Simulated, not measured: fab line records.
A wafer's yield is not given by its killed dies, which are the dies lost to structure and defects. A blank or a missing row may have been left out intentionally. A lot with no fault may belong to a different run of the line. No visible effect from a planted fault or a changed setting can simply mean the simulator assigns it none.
Chamber matching -- flow nand_harc -- rie_diel-04 running NHARC_P_BONDPAD_ACTIVATE_29: 4 sister chambers
The step chemistry N2, time 60 s. 16 wafers are shown with their chamber, then 8 later ones without.

## WAFERS PAIRED WITH THEIR CHAMBERS
wafer,chamber,drypump_motor_current_A (A),oes_product_au (a.u.),rf_vpp_V (V)
L074.3,1,6.4,0.987,64.8
L074.5,1,6.4,0.989,63.7
L074.6,0,5.6,1.003,65.4
L076.2,3,6.1,1.000,63.8
L076.5,3,6.1,1.003,64.0
L076.6,0,5.6,1.011,65.5
L077.2,0,5.6,0.999,65.0
L077.3,1,6.5,0.986,63.0
L077.5,0,5.6,1.005,63.8
L080.2,2,5.8,0.989,63.9
L080.3,0,5.6,1.005,62.4
L080.5,3,6.1,0.991,63.6
L082.1,3,6.1,0.983,63.2
L082.2,2,5.9,0.989,65.2
L082.4,2,5.9,0.992,65.1
L087.1,0,5.6,0.993,63.4

SIGNATURES (means of the wafers above)
reading,chamber 0,chamber 1,chamber 2,chamber 3,scatter within a chamber
drypump_motor_current_A,5.600,6.433,5.867,6.100,0.0333
oes_product_au,1.00267,0.98733,0.99000,0.99425,0.00609
rf_vpp_V,64.250,63.833,64.733,63.650,0.95
Rule: distance of a wafer from a chamber = root of the sum over the readings of ((wafer's reading minus chamber's mean) / reading's scatter) squared. The wafer belongs to the nearest chamber; if the next one is less than 2 further off, it can't be placed. The scatter: the root of (the sum of the squares of (reading less its chamber's mean) over the shown wafers, divided by (wafers less chambers)).

## WAFERS WITH NO CHAMBER GIVEN
wafer,drypump_motor_current_A (A),oes_product_au (a.u.),rf_vpp_V (V)
L087.3,5.9,0.989,66.8
L087.6,5.6,1.002,63.6
L093.1,5.8,0.996,64.3
L093.4,5.6,0.988,64.3
L093.6,6.5,0.999,65.4
L095.2,6.4,1.001,65.3
L095.5,5.8,1.003,64.3
L095.6,6.4,1.004,63.0

## WHICH CHAMBER EACH ONE RAN IN
wafer,from the rows above,in truth
L087.3,2,2
L087.6,0,0
L093.1,2,2
L093.4,0,0
L093.6,1,1
L095.2,1,1
L095.5,2,2
L095.6,1,1
Correct placement for 8 of the 8. From these rows, 0 cannot be placed. 0 placed wrongly.
